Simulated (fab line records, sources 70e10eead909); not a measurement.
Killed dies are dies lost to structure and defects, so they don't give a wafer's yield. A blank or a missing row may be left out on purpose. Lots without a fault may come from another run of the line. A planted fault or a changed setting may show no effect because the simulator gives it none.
Which tool did it? | flow nand_harc | 11 lots, 33 wafers sampled, at 4 steps of a route of 1302

WHAT THE GAUGES READ, wafer by wafer
NHARC_P_M1_THK_MEAS_24: measures by xrf.
lot  | measured     | on            | thk_nm (nm)
L180 | day 6 13:41  | film_metro-02 | 156.5 154.7 156.4
L182 | day 7 11:11  | film_metro-01 | 158.7 160.2 158.1
L184 | day 8 09:56  | film_metro-02 | 162.4 162.6 161.1
L187 | day 9 08:51  | film_metro-01 | 156.9 159.0 157.0
L188 | day 9 14:57  | film_metro-02 | 158.1 157.0 159.5
L190 | day 10 12:49 | film_metro-02 | 156.9 156.5 157.0
L195 | day 12 10:19 | film_metro-01 | 155.7 157.4 156.1
L196 | day 13 08:16 | film_metro-02 | 157.5 160.6 159.9
L201 | day 15 11:29 | film_metro-01 | 159.5 157.7 158.0
L202 | day 15 15:40 | film_metro-02 | 158.5 157.1 158.3
L203 | day 16 01:49 | film_metro-02 | 159.1 157.1 159.5

WHICH TOOL RAN EACH LOT (tool, then ch and the chambers of the sampled wafers, then the start)
lot  | NHARC_P_M1_ETCH_35                 | NHARC_P_M1_ECD_22              | NHARC_P_M1_CMP_23
L180 | rie_diel-10 ch 0,2,3, day 6 11:22  | ecd_cu-01 ch 0,1, day 6 12:40  | cmp-04 ch 1,2,3, day 6 13:23
L182 | rie_diel-10 ch 0,1,3, day 7 08:52  | ecd_cu-01 ch 0,1, day 7 10:09  | cmp-03 ch 0,1,2, day 7 10:54
L184 | rie_diel-06 ch 2,3, day 8 07:23    | ecd_cu-01 ch 0,1, day 8 08:56  | cmp-03 ch 0,2,3, day 8 09:39
L187 | rie_diel-06 ch 0,1,3, day 9 06:31  | ecd_cu-01 ch 0,1, day 9 07:48  | cmp-04 ch 2,3, day 9 08:32
L188 | rie_diel-10 ch 1,2,3, day 9 12:38  | ecd_cu-01 ch 0,1, day 9 13:58  | cmp-03 ch 0,2,3, day 9 14:38
L190 | rie_diel-10 ch 1,2, day 10 10:29   | ecd_cu-01 ch 0,1, day 10 11:55 | cmp-04 ch 0,1, day 10 12:29
L195 | rie_diel-06 ch 0,1,2, day 12 08:00 | ecd_cu-01 ch 0,1, day 12 09:22 | cmp-01 ch 0,1,2, day 12 10:05
L196 | rie_diel-06 ch 1,2,3, day 13 05:56 | ecd_cu-01 ch 0,1, day 13 07:17 | cmp-03 ch 0,1,2, day 13 07:58
L201 | rie_diel-10 ch 0,1,2, day 15 09:06 | ecd_cu-01 ch 0,1, day 15 10:25 | cmp-04 ch 0,1,2, day 15 11:13
L202 | rie_diel-06 ch 0,1,3, day 15 13:19 | ecd_cu-01 ch 0,1, day 15 14:38 | cmp-01 ch 1,2,3, day 15 15:21
L203 | rie_diel-10 ch 2,3, day 15 23:11   | ecd_cu-01 ch 0,1, day 16 00:31 | cmp-04 ch 0,2,3, day 16 01:32
- NHARC_P_M1_ETCH_35: etches the open film in N2/H2, target depth 40 nm, overetch 12 nm, time 43.94 s.
- NHARC_P_M1_ECD_22: material Cu, target thk 400 nm.
- NHARC_P_M1_CMP_23: polishes, t overpolish 20 s, target thk 157.82 nm.

THE ANSWER, worked out from the rows above alone
Rule: what is usual is taken from the lots themselves. Put in order of their means at a reading, lots are off if they are a third of the lots or fewer, leave a main group of 4 or more, and stand apart from it by a gap of 3 or more times the standard deviation of the main group's means; of several such gaps the widest counts. A main group whose means are all the same, to the digits that the tables above print for the reading, isn't used. A lot without any number at a reading at which 4 lots or more have one is off too. The other lots that the step has rows for count as sound.
No lot is off at any reading shown: from this, nothing can be told.

WHAT THE SIMULATOR HAD PUT IN
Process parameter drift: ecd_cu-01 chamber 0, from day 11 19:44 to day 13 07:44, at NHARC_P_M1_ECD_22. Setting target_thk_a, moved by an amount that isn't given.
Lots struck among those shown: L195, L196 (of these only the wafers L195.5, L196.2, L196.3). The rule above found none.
